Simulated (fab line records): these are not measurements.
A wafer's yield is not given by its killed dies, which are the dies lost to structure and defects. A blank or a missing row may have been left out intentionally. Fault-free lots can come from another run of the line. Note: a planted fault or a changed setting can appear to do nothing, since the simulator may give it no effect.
Matching of chambers    flow n5Finfet    rieDiel-02 running N5_BEOL_M15_ETCH_59: 4 sister chambers
The step etches BARC in N2/H2, target depth 89 nm, overetch 26.7 nm, time 67.9 s. 4 wafers are shown with their chamber, then 9 later ones without.

== WAFERS WITH THEIR CHAMBER ==
wafer   chamber  showerheadPlenumPTorr (Torr)
L083.5  3        2.50
L085.1  0        2.46
L088.3  2        2.52
L088.6  1        2.66

== WAFERS WITHOUT THEIR CHAMBER ==
wafer   showerheadPlenumPTorr (Torr)
L094.1  2.65
L094.3  2.49
L094.5  2.52
L093.3  2.49
L093.5  2.46
L093.6  2.49
L096.3  2.49
L096.5  2.49
L096.6  2.51

== EACH ONE'S CHAMBER ==
wafer   from the rows above      in truth
L094.1  1                        1
L094.3  3                        3
L094.5  2                        2
L093.3  3                        3
L093.5  0                        0
L093.6  3                        3
L096.3  3                        3
L096.5  3                        3
L096.6  can't be placed: 3 or 2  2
Correctly placed: 8 of 9. Not placeable from these rows: 1 (in 1, the candidates include the true chamber). Wrongly placed: 0.
How it was worked out, from the rows above alone: a wafer's distance from a chamber is the root of the sum, over the readings, of the square of ((its reading less the chamber's mean) divided by the reading's scatter). If the next closest chamber is less than 2 further off than the closest, the wafer can't be placed; otherwise it belongs to the closest. Each chamber's mean is taken over the wafers shown for it. The scatter: with one shown wafer a chamber, the root of the mean of the squares of how far each hidden wafer lies from its nearest shown one.
